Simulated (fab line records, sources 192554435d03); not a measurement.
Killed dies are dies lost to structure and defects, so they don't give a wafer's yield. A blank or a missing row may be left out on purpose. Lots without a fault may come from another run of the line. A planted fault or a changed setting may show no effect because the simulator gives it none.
A struck lot beside a sound one | flow n5_finfet | 24 steps out of a route of 1938
Sound: wafers L383.2, L383.4, L383.6. Struck: wafers L392.4, L392.5, L392.6. The cause comes at the end.
At each step with rows: each side's tool, then ch and its chambers, then its first start. Under that, the readings that differ: sound wafers | struck wafers | difference of the means | sigmas: that difference in standard deviations of wafers without a fault.
alike: readings whose means differ by less than 2 such deviations, and words and numbers that are the same on both sides. not compared: withheld readings, readings that some wafer has no value for, bounds like >300 that may hide the same value, and numbers for which the record gives no deviation and whose values overlap.
The two part at a step that has a row with sigmas, a row that says differs or no value, or rows on one side only. Numbers that don't overlap but have no deviation are shown without sigmas and don't part them. A reading that every wafer of one side lacks parts them only if that side has two wafers or more.

first, 11 steps without rows for these wafers: N5_FIN_SAQP_ETCH_65 (etches SiO2 in CF4, target depth 4 nm, time 4.4 s); N5_FIN_SAQP_MANDREL_ETCH_58 (etches a-Si in HBr/Cl2, stops on SiNx, target depth 45 nm, bt time 10 s, time 27 s); N5_FIN_SAQP_RECESS_63 (chemistry HF/NH3, target SiO2, target depth 18 nm, afs cycles 3, sublimation time 60 s); N5_FIN_SAQP_COAT_68 (time 60 s, resist thk 100 nm); N5_FIN_SAQP_ETCH_69 (etches SOC in N2/H2, stops on SiNx, target depth 150 nm); N5_FIN_SAQP_ETCH_67 (etches SiNx in CH3F/O2, target depth 30 nm); N5_FIN_SAQP_STRIP_70 (strips in N2/H2); N5_FIN_SAQP_RECESS_71 (chemistry HF/NH3, target SiO2, target depth 3 nm, afs cycles 1, sublimation time 60 s); N5_FIN_SAQP_SPACER2_ALD_28 (deposits SiO2, target thk 8.1 nm, pulse time 1 s, purge time 2 s); N5_FIN_SAQP_SPACER2_ETCHBACK_29 (etches SiO2 in CHF3/O2, target depth 12.2 nm, time 6.1 s); N5_FIN_SAQP_MANDREL2_REMOVE_60 (chemistry HBr/Cl2/O2, target a-Si, stops on SiNx, bt time 10 s).
N5_FIN_SAQP_HM_OPEN_33: chemistry CH3F/O2, target SiNx, target depth 49.4 nm, time 70.6 s.
  sound on rie_diel-04 ch 1,2, day 3 01:39; struck on rie_diel-04 ch 0,3, day 5 08:19
  no value came back on the struck wafers for any of 10 readings (CH3F_flow_sccm (sccm), O2_flow_sccm (sccm) and others); on the sound wafers CH3F_flow_sccm (sccm) reads 29.81 30.01 30.10
  not compared: rf_hours_counter_h
N5_FIN_SAQP_ETCH_34: etches SiO2 in C4F6/O2, target depth 45 nm, time 15 s.
  sound on rie_diel-04 ch 1,2, day 3 01:43; struck on rie_diel-04 ch 0,3, day 5 08:23
  reading               | sound             | struck            | difference | sigmas
  etch_rf_on_time_s (s) | 15.01 15.07 14.98 | 37.50 37.50 37.50 | +22.48     | +99 or more
  oes_product_au (a.u.) | 0.67 0.60 0.60    | 0.28 0.28 0.29    | -0.34      | -5
  alike: drypump_motor_current_A, oes_ar_750_au, oes_o_777_au, rf_vpp_V, showerhead_plenum_p_Torr, throttle_valve_pct
  not compared: rf_hours_counter_h
then, 1 step without rows for these wafers: N5_FIN_SAQP_STRIP_77 (strips in N2/H2, time 90 s).
N5_FIN_SAQP_HM_CD_35: target cd 8 nm.
  sound on cd_sem-01, day 3 01:52; struck on cd_sem-03, day 5 08:32
  reading    | sound          | struck | difference                    | sigmas
  cd_nm (nm) | 8.18 8.34 8.38 | - - -  | no value on the struck wafers |
then, 2 steps without rows for these wafers: N5_FIN_SAQP_ETCH_64 (etches SiO2 in CF4, target depth 1.5 nm); N5_FIN_SAQP_FIN_ETCH_36 (etches the open film in HBr/Cl2/O2, target depth 120 nm, time 50.4 s).
N5_FIN_SAQP_CD_MEAS_37: target cd 8 nm.
  sound on cd_sem-01, day 3 02:04; struck on cd_sem-03, day 5 08:44
  reading    | sound          | struck | difference                    | sigmas
  cd_nm (nm) | 8.29 8.33 8.42 | - - -  | no value on the struck wafers |
then, 3 steps without rows for these wafers: N5_FIN_SAQP_PRECLEAN_38 (cleans in O3/DIW, time 45 s); N5_FIN_SAQP_PRECLEAN_45 (cleans in dHF, time 10 s); N5_FIN_SAQP_SRD_39 (time 30 s).
N5_FIN_SAQP_OCD_MEAS_76:
  sound on ocd-01, day 3 02:10; struck on ocd-02, day 5 08:49
  reading              | sound             | struck      | difference | sigmas
  trench_depth_nm (nm) | 121.6 118.7 120.4 | 0.1 0.2 0.1 | -120.1     | -75
N5_BEOL_M4_RC_MEAS_101:
  the record has rows for the sound wafers here (prober-01 ch 0, day 9 05:35) and none for the struck ones
-- the record jumps here: 10 days lie between the struck wafers' starts before and after (it left off in module BEOL_M4 and takes up again in module PASSIVATION, whose first step shown is number 1936 of the route) --
N5_PASSIVATION_PROBE_49:
  the record has rows for the struck wafers here (prober-02, day 15 10:07) and none for the sound ones

WHERE THEY PART
First at N5_FIN_SAQP_HM_OPEN_33; last, within this record, at N5_PASSIVATION_PROBE_49.

WHY: what the simulator had put in
Skipped step whole: rie_diel-04, from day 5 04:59 on, at N5_FIN_SAQP_HM_OPEN_33. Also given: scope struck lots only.
